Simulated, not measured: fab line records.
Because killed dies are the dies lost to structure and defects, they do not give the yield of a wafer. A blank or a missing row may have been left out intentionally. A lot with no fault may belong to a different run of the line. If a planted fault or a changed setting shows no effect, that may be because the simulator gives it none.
fab line records :: flow nandHarc
record
  lots=6
  wafers=18
  lastDay=33
route steps=1302 shown A_BLC@1110
lots with no fault: from the same line, run without faults
startH: hours from the record's opening day to when the first of the lot's shown wafers began :: waitH: hours elapsed since this lot's preceding step :: " the same as in the row above :: L1.1+2: one row covering several wafers at once :: - either no value or no given start :: * or withheld: withheld :: < > ~ a bound
route shown NAME@n: names a module that has steps shown in the file, with the first one's number in the route :: usual: average and standard deviation across the fault-free wafers :: same: alike in all rows :: chamber/n: place in a boat :: sites: each site's reading :: _std_site: their standard deviation :: _edge_site: mean of outer sites minus mean of inner sites :: radiusMm: for every site, how far away it sits from the centre of the wafer :: mask NAME#n: copy n :: behind: tool/chamber where the wafer was last shaped :: hold: what put the lot on hold/how long, in hours/how the hold closed :: device: names the non-switching transistor (n, p or np) :: end of line: tests run on the same wafers once the route is complete :: for a step that has no rows: nothing shown but its recipe :: killed: dies lost to structure and defects at the first sort, not the wafer's yield :: map: the dies of a wafer, with x for killed, . for not killed, _ for no die there
set.NAME: the run value of the setting; set.NAME@STEP: its run value at that earlier step :: model.NAME: the simulator's own value behind a step, which no gauge read
lots at some steps of the route; a table a step, a row a wafer
services: when a tool's chamber went out of use (startH, in hours from the record's first day, below 0 if earlier), for how many hours, and the reason
## steps
# step NHARC_A_BLC_COAT_03
# recipe
  tempC=225
  timeS=65
# step NHARC_A_BLC_COAT_04
# recipe
  spinRpm=1500
  resistThkNm=90
# step NHARC_A_BLC_SOFTBAKE_05
# recipe
  tempC=105
  timeS=55
# step NHARC_A_BLC_EBR_06
# step NHARC_A_BLC_EXPOSE_07
# recipe
  na=1.35
  targetCdNm=100
  doseMj=67.97
  maskId=A_BLC
# step NHARC_A_BLC_PEB_08
# recipe
  pebTempC=100
  pebTimeS=65
# step NHARC_A_BLC_DEVELOP_09
# recipe
  developTimeS=35
  devTempC=23
# step NHARC_A_BLC_CD_MEAS_10
# recipe
  targetCdNm=100
  landingEnergyEv=500
# usual
  cdNm=99.9/0.55
lot.wafer: L587.3
tool: cdSem-01
chamber: 0
startH: 599.82
waitH: -
cdNm: 100.3

lot.wafer: L587.5
tool: cdSem-01
chamber: 0
startH: 599.82
waitH: -
cdNm: 100.1

lot.wafer: L587.6
tool: cdSem-01
chamber: 0
startH: 599.82
waitH: -
cdNm: 100.6

lot.wafer: L590.2
tool: cdSem-03
chamber: 0
startH: 643.86
waitH: -
cdNm: 99.8

lot.wafer: L590.4
tool: cdSem-03
chamber: 0
startH: 643.86
waitH: -
cdNm: 99.8

lot.wafer: L590.6
tool: cdSem-03
chamber: 0
startH: 643.86
waitH: -
cdNm: 100.1

lot.wafer: L592.3
tool: cdSem-01
chamber: 0
startH: 645.65
waitH: -
cdNm: 99.9

lot.wafer: L592.4
tool: cdSem-01
chamber: 0
startH: 645.65
waitH: -
cdNm: 100.1

lot.wafer: L592.6
tool: cdSem-01
chamber: 0
startH: 645.65
waitH: -
cdNm: 99.9

lot.wafer: L594.2
tool: cdSem-01
chamber: 0
startH: 653.06
waitH: -
cdNm: 99.7

lot.wafer: L594.4
tool: cdSem-01
chamber: 0
startH: 653.06
waitH: -
cdNm: 99.8

lot.wafer: L594.5
tool: cdSem-01
chamber: 0
startH: 653.06
waitH: -
cdNm: 100.2

lot.wafer: L600.1
tool: cdSem-02
chamber: 0
startH: 719.89
waitH: -
cdNm: 99.8

lot.wafer: L600.5
tool: cdSem-02
chamber: 0
startH: 719.89
waitH: -
cdNm: 99.8

lot.wafer: L600.6
tool: cdSem-02
chamber: 0
startH: 719.89
waitH: -
cdNm: 100.3

lot.wafer: L602.2
tool: cdSem-02
chamber: 0
startH: 751.43
waitH: -
cdNm: 100.4

lot.wafer: L602.3
tool: cdSem-02
chamber: 0
startH: 751.43
waitH: -
cdNm: 100.0

lot.wafer: L602.4
tool: cdSem-02
chamber: 0
startH: 751.43
waitH: -
cdNm: 100.3
# step NHARC_A_BLC_OVL_MEAS_11
# usual
  overlayXNm=0.3/0.88
  overlayYNm=-0.1/0.88
lot.wafer: L587.3
tool: overlay-02
chamber: -
startH: 599.90
waitH: -
overlayXNm: 1.8
overlayYNm: 0.0

lot.wafer: L587.5
tool: overlay-02
chamber: -
startH: 599.90
waitH: -
overlayXNm: 1.2
overlayYNm: -0.4

lot.wafer: L587.6
tool: overlay-02
chamber: -
startH: 599.90
waitH: -
overlayXNm: 1.5
overlayYNm: 0.4

lot.wafer: L590.2
tool: overlay-01
chamber: -
startH: 643.95
waitH: -
overlayXNm: 1.5
overlayYNm: -1.3

lot.wafer: L590.4
tool: overlay-01
chamber: -
startH: 643.95
waitH: -
overlayXNm: 0.8
overlayYNm: -1.3

lot.wafer: L590.6
tool: overlay-01
chamber: -
startH: 643.95
waitH: -
overlayXNm: 0.5
overlayYNm: -1.3

lot.wafer: L592.3
tool: overlay-01
chamber: -
startH: 645.73
waitH: -
overlayXNm: -0.4
overlayYNm: -0.4

lot.wafer: L592.4
tool: overlay-01
chamber: -
startH: 645.73
waitH: -
overlayXNm: -0.6
overlayYNm: 0.2

lot.wafer: L592.6
tool: overlay-01
chamber: -
startH: 645.73
waitH: -
overlayXNm: -0.7
overlayYNm: -0.4

lot.wafer: L594.2
tool: overlay-01
chamber: -
startH: 653.15
waitH: -
overlayXNm: 0.2
overlayYNm: -1.7

lot.wafer: L594.4
tool: overlay-01
chamber: -
startH: 653.15
waitH: -
overlayXNm: 0.1
overlayYNm: -1.4

lot.wafer: L594.5
tool: overlay-01
chamber: -
startH: 653.15
waitH: -
overlayXNm: 0.2
overlayYNm: -1.1

lot.wafer: L600.1
tool: overlay-02
chamber: -
startH: 719.98
waitH: -
overlayXNm: -1.8
overlayYNm: 0.5

lot.wafer: L600.5
tool: overlay-02
chamber: -
startH: 719.98
waitH: -
overlayXNm: -1.1
overlayYNm: 0.0

lot.wafer: L600.6
tool: overlay-02
chamber: -
startH: 719.98
waitH: -
overlayXNm: -1.0
overlayYNm: 0.7

lot.wafer: L602.2
tool: overlay-02
chamber: -
startH: 751.52
waitH: -
overlayXNm: 1.0
overlayYNm: 0.2

lot.wafer: L602.3
tool: overlay-02
chamber: -
startH: 751.52
waitH: -
overlayXNm: 0.5
overlayYNm: -0.1

lot.wafer: L602.4
tool: overlay-02
chamber: -
startH: 751.52
waitH: -
overlayXNm: 0.6
overlayYNm: 0.5
# step NHARC_A_BLC_INSPECT_12
# usual
  rawDefectCount=92/39
lot.wafer: L587.3
tool: defectInspect-01
chamber: -
startH: 599.94
waitH: 0.0
rawDefectCount: 182

lot.wafer: L587.5
tool: defectInspect-01
chamber: -
startH: 599.94
waitH: 0.0
rawDefectCount: 171

lot.wafer: L587.6
tool: defectInspect-01
chamber: -
startH: 599.94
waitH: 0.0
rawDefectCount: 168

lot.wafer: L590.2
tool: defectInspect-02
chamber: -
startH: 643.99
waitH: 0.0
rawDefectCount: 78

lot.wafer: L590.4
tool: defectInspect-02
chamber: -
startH: 643.99
waitH: 0.0
rawDefectCount: 66

lot.wafer: L590.6
tool: defectInspect-02
chamber: -
startH: 643.99
waitH: 0.0
rawDefectCount: 64

lot.wafer: L592.3
tool: defectInspect-01
chamber: -
startH: 645.77
waitH: 0.0
rawDefectCount: 50

lot.wafer: L592.4
tool: defectInspect-01
chamber: -
startH: 645.77
waitH: 0.0
rawDefectCount: 59

lot.wafer: L592.6
tool: defectInspect-01
chamber: -
startH: 645.77
waitH: 0.0
rawDefectCount: 54

lot.wafer: L594.2
tool: defectInspect-02
chamber: -
startH: 653.18
waitH: 0.0
rawDefectCount: 81

lot.wafer: L594.4
tool: defectInspect-02
chamber: -
startH: 653.18
waitH: 0.0
rawDefectCount: 118

lot.wafer: L594.5
tool: defectInspect-02
chamber: -
startH: 653.18
waitH: 0.0
rawDefectCount: 101

lot.wafer: L600.1
tool: defectInspect-02
chamber: -
startH: 720.02
waitH: 0.0
rawDefectCount: 137

lot.wafer: L600.5
tool: defectInspect-02
chamber: -
startH: 720.02
waitH: 0.0
rawDefectCount: 148

lot.wafer: L600.6
tool: defectInspect-02
chamber: -
startH: 720.02
waitH: 0.0
rawDefectCount: 158

lot.wafer: L602.2
tool: defectInspect-01
chamber: -
startH: 751.55
waitH: 0.0
rawDefectCount: 146

lot.wafer: L602.3
tool: defectInspect-01
chamber: -
startH: 751.55
waitH: 0.0
rawDefectCount: 154

lot.wafer: L602.4
tool: defectInspect-01
chamber: -
startH: 751.55
waitH: 0.0
rawDefectCount: 127
# step NHARC_A_BLC_DESCUM_15
# recipe
  timeS=3
  o2FlowSccm=200
  arFlowSccm=0
  biasPowerW=0
  chemistry=O2
# usual
  drypumpMotorCurrentA=5.5/0.47
  oesProductAu=1.000/0.0058
  rfVppV=57.7/0.84
  showerheadPlenumPTorr=1.88/0.033
  throttleValvePct=11.311/0.0086
lot.wafer: L587.3
tool: rieDiel-13
chamber: 2
startH: 600.00
waitH: 0.1
drypumpMotorCurrentA: 5.4
oesProductAu: 0.997
rfHoursCounterH: 5
rfVppV: 58.1
showerheadPlenumPTorr: 1.96
throttleValvePct: 11.307

lot.wafer: L587.5
tool: rieDiel-13
chamber: 2
startH: 600.00
waitH: 0.1
drypumpMotorCurrentA: 5.4
oesProductAu: 0.997
rfHoursCounterH: -
rfVppV: 58.7
showerheadPlenumPTorr: 1.96
throttleValvePct: 11.317

lot.wafer: L587.6
tool: rieDiel-13
chamber: 3
startH: 600.00
waitH: 0.1
drypumpMotorCurrentA: 5.8
oesProductAu: 0.998
rfHoursCounterH: -
rfVppV: 57.9
showerheadPlenumPTorr: 1.87
throttleValvePct: 11.321

lot.wafer: L590.4
tool: rieDiel-13
chamber: 1
startH: 644.06
waitH: 0.1
drypumpMotorCurrentA: 5.1
oesProductAu: 1.003
rfHoursCounterH: 6
rfVppV: 57.1
showerheadPlenumPTorr: 1.85
throttleValvePct: 11.311

lot.wafer: L590.2
tool: rieDiel-13
chamber: 2
startH: 644.06
waitH: 0.1
drypumpMotorCurrentA: 5.4
oesProductAu: 0.995
rfHoursCounterH: 6
rfVppV: 58.2
showerheadPlenumPTorr: 1.96
throttleValvePct: 11.315

lot.wafer: L590.6
tool: rieDiel-13
chamber: 1
startH: 644.06
waitH: 0.1
drypumpMotorCurrentA: 5.1
oesProductAu: 1.000
rfHoursCounterH: -
rfVppV: 56.9
showerheadPlenumPTorr: 1.85
throttleValvePct: 11.304

lot.wafer: L592.4
tool: rieDiel-13
chamber: 3
startH: 645.83
waitH: 0.1
drypumpMotorCurrentA: 5.7
oesProductAu: 0.994
rfHoursCounterH: 8
rfVppV: 58.0
showerheadPlenumPTorr: 1.86
throttleValvePct: 11.310

lot.wafer: L592.3
tool: rieDiel-13
chamber: 1
startH: 645.83
waitH: 0.1
drypumpMotorCurrentA: 5.1
oesProductAu: 0.998
rfHoursCounterH: 7
rfVppV: 57.5
showerheadPlenumPTorr: 1.85
throttleValvePct: 11.321

lot.wafer: L592.6
tool: rieDiel-13
chamber: 3
startH: 645.83
waitH: 0.1
drypumpMotorCurrentA: 5.7
oesProductAu: 0.998
rfHoursCounterH: -
rfVppV: 58.4
showerheadPlenumPTorr: 1.86
throttleValvePct: 11.310

lot.wafer: L594.4
tool: rieDiel-06
chamber: 3
startH: 653.25
waitH: 0.1
drypumpMotorCurrentA: 6.1
oesProductAu: 0.992
rfHoursCounterH: 15
rfVppV: 58.1
showerheadPlenumPTorr: 1.87
throttleValvePct: 11.321

lot.wafer: L594.2
tool: rieDiel-06
chamber: 1
startH: 653.25
waitH: 0.1
drypumpMotorCurrentA: 5.6
oesProductAu: 1.002
rfHoursCounterH: 15
rfVppV: 58.6
showerheadPlenumPTorr: 1.85
throttleValvePct: 11.315

lot.wafer: L594.5
tool: rieDiel-06
chamber: 3
startH: 653.25
waitH: 0.1
drypumpMotorCurrentA: 6.1
oesProductAu: 0.998
rfHoursCounterH: -
rfVppV: 58.2
showerheadPlenumPTorr: 1.87
throttleValvePct: 11.301

lot.wafer: L600.1
tool: rieDiel-06
chamber: 1
startH: 720.10
waitH: 0.1
drypumpMotorCurrentA: 5.6
oesProductAu: 1.005
rfHoursCounterH: 3
rfVppV: 58.2
showerheadPlenumPTorr: 1.85
throttleValvePct: 11.312

lot.wafer: L600.6
tool: rieDiel-06
chamber: 2
startH: 720.10
waitH: 0.1
drypumpMotorCurrentA: 5.5
oesProductAu: 1.008
rfHoursCounterH: -
rfVppV: 57.0
showerheadPlenumPTorr: 1.89
throttleValvePct: 11.303

lot.wafer: L600.5
tool: rieDiel-06
chamber: 3
startH: 720.10
waitH: 0.1
drypumpMotorCurrentA: 6.1
oesProductAu: 0.999
rfHoursCounterH: -
rfVppV: 56.6
showerheadPlenumPTorr: 1.86
throttleValvePct: 11.306

lot.wafer: L602.4
tool: rieDiel-13
chamber: 2
startH: 751.62
waitH: 0.1
drypumpMotorCurrentA: 5.4
oesProductAu: 0.998
rfHoursCounterH: 3
rfVppV: 57.3
showerheadPlenumPTorr: 1.96
throttleValvePct: 11.315

lot.wafer: L602.2
tool: rieDiel-13
chamber: 3
startH: 751.62
waitH: 0.1
drypumpMotorCurrentA: 5.7
oesProductAu: 1.003
rfHoursCounterH: 3
rfVppV: 57.2
showerheadPlenumPTorr: 1.86
throttleValvePct: 11.325

lot.wafer: L602.3
tool: rieDiel-13
chamber: 0
startH: 751.62
waitH: 0.1
drypumpMotorCurrentA: 6.3
oesProductAu: 0.996
rfHoursCounterH: 3
rfVppV: 56.9
showerheadPlenumPTorr: 1.85
throttleValvePct: 11.310
# step NHARC_A_BLC_ETCH_16
# recipe
  targetDepthA=390
  overEtchFrac=0.3
  timeS=65
  ionEnergyEv=80
  cf4FlowSccm=150
  arFlowSccm=0
  rfW=300
  biasW=100
  chemistry=CF4
# usual
  drypumpMotorCurrentA=5.5/0.47
  oesProductAu=1.000/0.0071
  rfVppV=151.0/0.92
  runLengthS=86.0/0.51
  showerheadPlenumPTorr=1.738/0.028
  throttleValvePct=13.284/0.0092
lot.wafer: L587.3
tool: rieDiel-13
chamber: 0
startH: 600.09
waitH: 0.1
drypumpMotorCurrentA: 6.3
oesProductAu: 0.997
rfHoursCounterH: 5
rfVppV: 149.0
runLengthS: 86.4
showerheadPlenumPTorr: 1.719
throttleValvePct: 13.269

lot.wafer: L587.6
tool: rieDiel-13
chamber: 3
startH: 600.09
waitH: 0.1
drypumpMotorCurrentA: 5.8
oesProductAu: 1.004
rfHoursCounterH: -
rfVppV: 149.7
runLengthS: 86.5
showerheadPlenumPTorr: 1.727
throttleValvePct: 13.271

lot.wafer: L587.5
tool: rieDiel-13
chamber: 0
startH: 600.09
waitH: 0.1
drypumpMotorCurrentA: 6.4
oesProductAu: 1.013
rfHoursCounterH: -
rfVppV: 150.6
runLengthS: 86.2
showerheadPlenumPTorr: 1.719
throttleValvePct: 13.277

lot.wafer: L590.2
tool: rieDiel-13
chamber: 0
startH: 644.13
waitH: 0.1
drypumpMotorCurrentA: 6.3
oesProductAu: 1.004
rfHoursCounterH: 7
rfVppV: 151.8
runLengthS: 86.4
showerheadPlenumPTorr: 1.719
throttleValvePct: 13.274

lot.wafer: L590.4
tool: rieDiel-13
chamber: 3
startH: 644.13
waitH: 0.1
drypumpMotorCurrentA: 5.7
oesProductAu: 0.999
rfHoursCounterH: 7
rfVppV: 150.7
runLengthS: 86.6
showerheadPlenumPTorr: 1.727
throttleValvePct: 13.272

lot.wafer: L590.6
tool: rieDiel-13
chamber: 0
startH: 644.13
waitH: 0.1
drypumpMotorCurrentA: 6.3
oesProductAu: 0.993
rfHoursCounterH: -
rfVppV: 150.7
runLengthS: 86.6
showerheadPlenumPTorr: 1.719
throttleValvePct: 13.279

lot.wafer: L592.4
tool: rieDiel-13
chamber: 0
startH: 645.91
waitH: 0.1
drypumpMotorCurrentA: 6.3
oesProductAu: 1.014
rfHoursCounterH: 8
rfVppV: 151.5
runLengthS: 86.1
showerheadPlenumPTorr: 1.719
throttleValvePct: 13.292

lot.wafer: L592.3
tool: rieDiel-13
chamber: 2
startH: 645.91
waitH: 0.1
drypumpMotorCurrentA: 5.4
oesProductAu: 0.996
rfHoursCounterH: 7
rfVppV: 153.7
runLengthS: 86.1
showerheadPlenumPTorr: 1.806
throttleValvePct: 13.289

lot.wafer: L592.6
tool: rieDiel-13
chamber: 0
startH: 645.91
waitH: 0.1
drypumpMotorCurrentA: 6.3
oesProductAu: 1.016
rfHoursCounterH: -
rfVppV: 150.6
runLengthS: 86.2
showerheadPlenumPTorr: 1.718
throttleValvePct: 13.271

lot.wafer: L594.2
tool: rieDiel-06
chamber: 2
startH: 653.33
waitH: 0.1
drypumpMotorCurrentA: 5.5
oesProductAu: 1.006
rfHoursCounterH: 13
rfVppV: 150.1
runLengthS: 86.4
showerheadPlenumPTorr: 1.748
throttleValvePct: 13.281

lot.wafer: L594.4
tool: rieDiel-06
chamber: 3
startH: 653.33
waitH: 0.1
drypumpMotorCurrentA: 6.1
oesProductAu: 1.009
rfHoursCounterH: 15
rfVppV: 151.5
runLengthS: 85.3
showerheadPlenumPTorr: 1.727
throttleValvePct: 13.296

lot.wafer: L594.5
tool: rieDiel-06
chamber: 2
startH: 653.33
waitH: 0.1
drypumpMotorCurrentA: 5.5
oesProductAu: 1.000
rfHoursCounterH: -
rfVppV: 150.9
runLengthS: 86.8
showerheadPlenumPTorr: 1.749
throttleValvePct: 13.294

lot.wafer: L600.1
tool: rieDiel-06
chamber: 2
startH: 720.18
waitH: 0.1
drypumpMotorCurrentA: 5.5
oesProductAu: 1.001
rfHoursCounterH: 3
rfVppV: 151.2
runLengthS: 86.7
showerheadPlenumPTorr: 1.747
throttleValvePct: 13.278

lot.wafer: L600.5
tool: rieDiel-06
chamber: 0
startH: 720.18
waitH: 0.1
drypumpMotorCurrentA: 4.8
oesProductAu: 0.999
rfHoursCounterH: -
rfVppV: 150.5
runLengthS: 85.4
showerheadPlenumPTorr: 1.746
throttleValvePct: 13.271

lot.wafer: L600.6
tool: rieDiel-06
chamber: 1
startH: 720.18
waitH: 0.1
drypumpMotorCurrentA: 5.6
oesProductAu: 1.002
rfHoursCounterH: -
rfVppV: 151.0
runLengthS: 85.6
showerheadPlenumPTorr: 1.711
throttleValvePct: 13.296

lot.wafer: L602.3
tool: rieDiel-13
chamber: 3
startH: 751.71
waitH: 0.1
drypumpMotorCurrentA: 5.8
oesProductAu: 1.001
rfHoursCounterH: 3
rfVppV: 151.4
runLengthS: 86.5
showerheadPlenumPTorr: 1.726
throttleValvePct: 13.270

lot.wafer: L602.4
tool: rieDiel-13
chamber: 0
startH: 751.71
waitH: 0.1
drypumpMotorCurrentA: 6.3
oesProductAu: 1.000
rfHoursCounterH: 3
rfVppV: 150.2
runLengthS: 86.2
showerheadPlenumPTorr: 1.717
throttleValvePct: 13.271

lot.wafer: L602.2
tool: rieDiel-13
chamber: 1
startH: 751.71
waitH: 0.1
drypumpMotorCurrentA: 5.0
oesProductAu: 0.996
rfHoursCounterH: 4
rfVppV: 149.2
runLengthS: 86.1
showerheadPlenumPTorr: 1.709
throttleValvePct: 13.284
# step NHARC_A_BLC_ETCH_17
# recipe
  targetDepthA=3900
  overEtchFrac=0.25
  timeS=609.38
  ionEnergyEv=200
  n2FlowSccm=150
  h2FlowSccm=150
  arFlowSccm=0
  rfW=400
  biasW=150
  chemistry=N2/H2
# usual
  drypumpMotorCurrentA=5.6/0.47
  oesProductAu=1.000/0.0079
  rfVppV=429.5/1.3
  runLengthS=630.5/0.44
  showerheadPlenumPTorr=2.00/0.04
  throttleValvePct=14.172/0.0096
lot.wafer: L587.3
tool: rieDiel-13
chamber: 0
startH: 600.26
waitH: -
drypumpMotorCurrentA: 6.3
oesProductAu: 1.005
rfHoursCounterH: 6
rfVppV: 428.0
runLengthS: 630.8
showerheadPlenumPTorr: 1.98
throttleValvePct: 14.174

lot.wafer: L587.6
tool: rieDiel-13
chamber: 2
startH: 600.26
waitH: -
drypumpMotorCurrentA: 5.4
oesProductAu: 1.003
rfHoursCounterH: -
rfVppV: 431.1
runLengthS: 630.6
showerheadPlenumPTorr: 2.09
throttleValvePct: 14.165

lot.wafer: L587.5
tool: rieDiel-13
chamber: 3
startH: 600.26
waitH: -
drypumpMotorCurrentA: 5.7
oesProductAu: 1.000
rfHoursCounterH: -
rfVppV: 428.1
runLengthS: 630.8
showerheadPlenumPTorr: 1.99
throttleValvePct: 14.174

lot.wafer: L590.4
tool: rieDiel-13
chamber: 0
startH: 644.22
waitH: -
drypumpMotorCurrentA: 6.4
oesProductAu: 0.992
rfHoursCounterH: 7
rfVppV: 428.2
runLengthS: 588.9
showerheadPlenumPTorr: 1.98
throttleValvePct: 14.178

lot.wafer: L590.2
tool: rieDiel-13
chamber: 2
startH: 644.22
waitH: -
drypumpMotorCurrentA: 5.4
oesProductAu: 0.987
rfHoursCounterH: 7
rfVppV: 431.7
runLengthS: 588.9
showerheadPlenumPTorr: 2.09
throttleValvePct: 14.197

lot.wafer: L590.6
tool: rieDiel-13
chamber: 1
startH: 644.22
waitH: -
drypumpMotorCurrentA: 5.1
oesProductAu: 0.992
rfHoursCounterH: -
rfVppV: 429.6
runLengthS: 588.8
showerheadPlenumPTorr: 1.97
throttleValvePct: 14.169

lot.wafer: L592.4
tool: rieDiel-13
chamber: 2
startH: 646.09
waitH: -
drypumpMotorCurrentA: 5.4
oesProductAu: 0.984
rfHoursCounterH: 7
rfVppV: 432.6
runLengthS: 588.7
showerheadPlenumPTorr: 2.09
throttleValvePct: 14.179

lot.wafer: L592.3
tool: rieDiel-13
chamber: 3
startH: 646.09
waitH: -
drypumpMotorCurrentA: 5.7
oesProductAu: 0.996
rfHoursCounterH: 8
rfVppV: 429.8
runLengthS: 589.0
showerheadPlenumPTorr: 1.99
throttleValvePct: 14.168

lot.wafer: L592.6
tool: rieDiel-13
chamber: 0
startH: 646.09
waitH: -
drypumpMotorCurrentA: 6.3
oesProductAu: 0.996
rfHoursCounterH: -
rfVppV: 429.0
runLengthS: 588.9
showerheadPlenumPTorr: 1.98
throttleValvePct: 14.177

lot.wafer: L594.4
tool: rieDiel-06
chamber: 0
startH: 653.46
waitH: -
drypumpMotorCurrentA: 4.8
oesProductAu: 0.997
rfHoursCounterH: 15
rfVppV: 429.8
runLengthS: 630.0
showerheadPlenumPTorr: 2.01
throttleValvePct: 14.177

lot.wafer: L594.2
tool: rieDiel-06
chamber: 1
startH: 653.46
waitH: -
drypumpMotorCurrentA: 5.6
oesProductAu: 1.007
rfHoursCounterH: 15
rfVppV: 430.4
runLengthS: 630.0
showerheadPlenumPTorr: 1.97
throttleValvePct: 14.179

lot.wafer: L594.5
tool: rieDiel-06
chamber: 3
startH: 653.46
waitH: -
drypumpMotorCurrentA: 6.1
oesProductAu: 0.989
rfHoursCounterH: -
rfVppV: 427.7
runLengthS: 629.8
showerheadPlenumPTorr: 1.99
throttleValvePct: 14.174

lot.wafer: L600.1
tool: rieDiel-06
chamber: 2
startH: 720.39
waitH: -
drypumpMotorCurrentA: 5.5
oesProductAu: 0.999
rfHoursCounterH: 4
rfVppV: 429.6
runLengthS: 630.7
showerheadPlenumPTorr: 2.01
throttleValvePct: 14.165

lot.wafer: L600.6
tool: rieDiel-06
chamber: 3
startH: 720.39
waitH: -
drypumpMotorCurrentA: 6.1
oesProductAu: 1.002
rfHoursCounterH: -
rfVppV: 428.7
runLengthS: 629.9
showerheadPlenumPTorr: 1.99
throttleValvePct: 14.166

lot.wafer: L600.5
tool: rieDiel-06
chamber: 0
startH: 720.39
waitH: -
drypumpMotorCurrentA: 4.8
oesProductAu: 0.999
rfHoursCounterH: -
rfVppV: 430.1
runLengthS: 630.1
showerheadPlenumPTorr: 2.01
throttleValvePct: 14.168

lot.wafer: L602.4
tool: rieDiel-13
chamber: 1
startH: 751.83
waitH: -
drypumpMotorCurrentA: 5.0
oesProductAu: 1.003
rfHoursCounterH: 4
rfVppV: 429.5
runLengthS: 630.5
showerheadPlenumPTorr: 1.96
throttleValvePct: 14.171

lot.wafer: L602.3
tool: rieDiel-13
chamber: 3
startH: 751.83
waitH: -
drypumpMotorCurrentA: 5.8
oesProductAu: 1.011
rfHoursCounterH: 3
rfVppV: 429.5
runLengthS: 630.6
showerheadPlenumPTorr: 1.98
throttleValvePct: 14.174

lot.wafer: L602.2
tool: rieDiel-13
chamber: 0
startH: 751.83
waitH: -
drypumpMotorCurrentA: 6.3
oesProductAu: 1.004
rfHoursCounterH: 3
rfVppV: 429.8
runLengthS: 630.7
showerheadPlenumPTorr: 1.97
throttleValvePct: 14.165
# step NHARC_A_BLC_ETCH_18
# recipe
  targetDepthA=9100
  c4f8FlowSccm=20
  o2FlowSccm=10
  arFlowSccm=withheld
  rfW=600
  biasW=1500
  chemistry=C4F8/O2/Ar
# usual
  oesProductAu=0.947/0.021
  rfVppV=975.6/2.6
lot.wafer: L587.3
tool: rieDiel-13
chamber: 1
startH: -
waitH: -
oesProductAu: 0.968
rfHoursCounterH: 5
rfVppV: 973.4

lot.wafer: L587.5
tool: rieDiel-13
chamber: 0
startH: -
waitH: -
oesProductAu: 0.977
rfHoursCounterH: -
rfVppV: 973.5

lot.wafer: L587.6
tool: rieDiel-13
chamber: 1
startH: -
waitH: -
oesProductAu: 0.974
rfHoursCounterH: -
rfVppV: 972.0

lot.wafer: L590.2
tool: rieDiel-13
chamber: 0
startH: -
waitH: -
oesProductAu: 0.925
rfHoursCounterH: 8
rfVppV: 973.2

lot.wafer: L590.4
tool: rieDiel-13
chamber: 1
startH: -
waitH: -
oesProductAu: 0.928
rfHoursCounterH: 7
rfVppV: 972.6

lot.wafer: L590.6
tool: rieDiel-13
chamber: 3
startH: -
waitH: -
oesProductAu: 0.921
rfHoursCounterH: -
rfVppV: 974.9

lot.wafer: L592.3
tool: rieDiel-13
chamber: 0
startH: -
waitH: -
oesProductAu: 0.929
rfHoursCounterH: 8
rfVppV: 973.6

lot.wafer: L592.4
tool: rieDiel-13
chamber: 2
startH: -
waitH: -
oesProductAu: 0.913
rfHoursCounterH: 7
rfVppV: 980.9

lot.wafer: L592.6
tool: rieDiel-13
chamber: 0
startH: -
waitH: -
oesProductAu: 0.918
rfHoursCounterH: -
rfVppV: 974.9

lot.wafer: L594.4
tool: rieDiel-06
chamber: 1
startH: -
waitH: -
oesProductAu: 0.919
rfHoursCounterH: 16
rfVppV: 972.7

lot.wafer: L594.2
tool: rieDiel-06
chamber: 2
startH: -
waitH: -
oesProductAu: 0.925
rfHoursCounterH: 14
rfVppV: 976.7

lot.wafer: L594.5
tool: rieDiel-06
chamber: 2
startH: -
waitH: -
oesProductAu: 0.923
rfHoursCounterH: -
rfVppV: 977.6

lot.wafer: L600.1
tool: rieDiel-06
chamber: 1
startH: -
waitH: -
oesProductAu: 0.917
rfHoursCounterH: 4
rfVppV: 974.7

lot.wafer: L600.6
tool: rieDiel-06
chamber: 1
startH: -
waitH: -
oesProductAu: 0.918
rfHoursCounterH: -
rfVppV: 973.7

lot.wafer: L600.5
tool: rieDiel-06
chamber: 2
startH: -
waitH: -
oesProductAu: 0.924
rfHoursCounterH: -
rfVppV: 977.0

lot.wafer: L602.2
tool: rieDiel-13
chamber: 0
startH: -
waitH: -
oesProductAu: 0.946
rfHoursCounterH: 4
rfVppV: 973.1

lot.wafer: L602.4
tool: rieDiel-13
chamber: 1
startH: -
waitH: -
oesProductAu: 0.943
rfHoursCounterH: 4
rfVppV: 974.0

lot.wafer: L602.3
tool: rieDiel-13
chamber: 2
startH: -
waitH: -
oesProductAu: 0.942
rfHoursCounterH: 4
rfVppV: 980.0
## services
tool: rieDiel-13
chamber: 0
startH: 577.00
hours: -
kind: clean

tool: rieDiel-13
chamber: 1
startH: 577.00
hours: -
kind: clean

tool: rieDiel-13
chamber: 2
startH: 577.00
hours: -
kind: clean

tool: rieDiel-13
chamber: 3
startH: 577.00
hours: -
kind: clean

tool: rieDiel-13
chamber: 0
startH: 601.50
hours: -
kind: clean

tool: rieDiel-13
chamber: 1
startH: 601.50
hours: -
kind: clean

tool: rieDiel-13
chamber: 2
startH: 601.50
hours: -
kind: clean

tool: rieDiel-13
chamber: 3
startH: 601.50
hours: -
kind: clean

tool: rieDiel-13
chamber: 1
startH: 603.92
hours: 5.6
kind: repair

tool: rieDiel-13
chamber: 0
startH: 626.00
hours: -
kind: clean

tool: rieDiel-13
chamber: 1
startH: 626.00
hours: -
kind: clean

tool: rieDiel-13
chamber: 2
startH: 626.00
hours: -
kind: clean

tool: rieDiel-13
chamber: 3
startH: 626.00
hours: -
kind: clean

tool: rieDiel-13
chamber: 0
startH: 650.50
hours: -
kind: clean

tool: rieDiel-13
chamber: 1
startH: 650.50
hours: -
kind: clean

tool: rieDiel-13
chamber: 2
startH: 650.50
hours: -
kind: clean

tool: rieDiel-13
chamber: 3
startH: 650.50
hours: -
kind: clean

tool: rieDiel-06
chamber: -
startH: 661.59
hours: 9.0
kind: pm

tool: rieDiel-13
chamber: 0
startH: 675.00
hours: -
kind: clean

tool: rieDiel-13
chamber: 1
startH: 675.00
hours: -
kind: clean

tool: rieDiel-13
chamber: 2
startH: 675.00
hours: -
kind: clean

tool: rieDiel-13
chamber: 3
startH: 675.00
hours: -
kind: clean

tool: rieDiel-13
chamber: -
startH: 696.05
hours: 9.0
kind: pm

tool: rieDiel-13
chamber: 2
startH: 743.59
hours: 5.4
kind: repair
## key
firstSign
  step=NHARC_A_BLC_ETCH_17
  reading=runLengthS
  direction=down
  sigmas=94
  usual=*
  struck=*
effect none on later readings
metAt NHARC_A_BLC_ETCH_17
struckWafers L590.2,L590.4,L590.6,L592.3,L592.4,L592.6
testerLeftOut L590,L592
onsetBetween 600.26 644.22
fault
  kind=processParameterDrift
  tool=rieDiel-13
  chamber=-
  onsetH=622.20
  steps=NHARC_A_BLC_ETCH_17
  channel=timeS
  offset=*
  shape=step
  endH=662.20
  actsIn=*
  stated=*
# testerLeftOut: of these lots the tester's yield and bins aren't shown, on N5 and GAA mostly nor the transistor test; their killed dies are dies lost to structure and defects alone, not to doping, threshold or leakage, so they don't give the yield
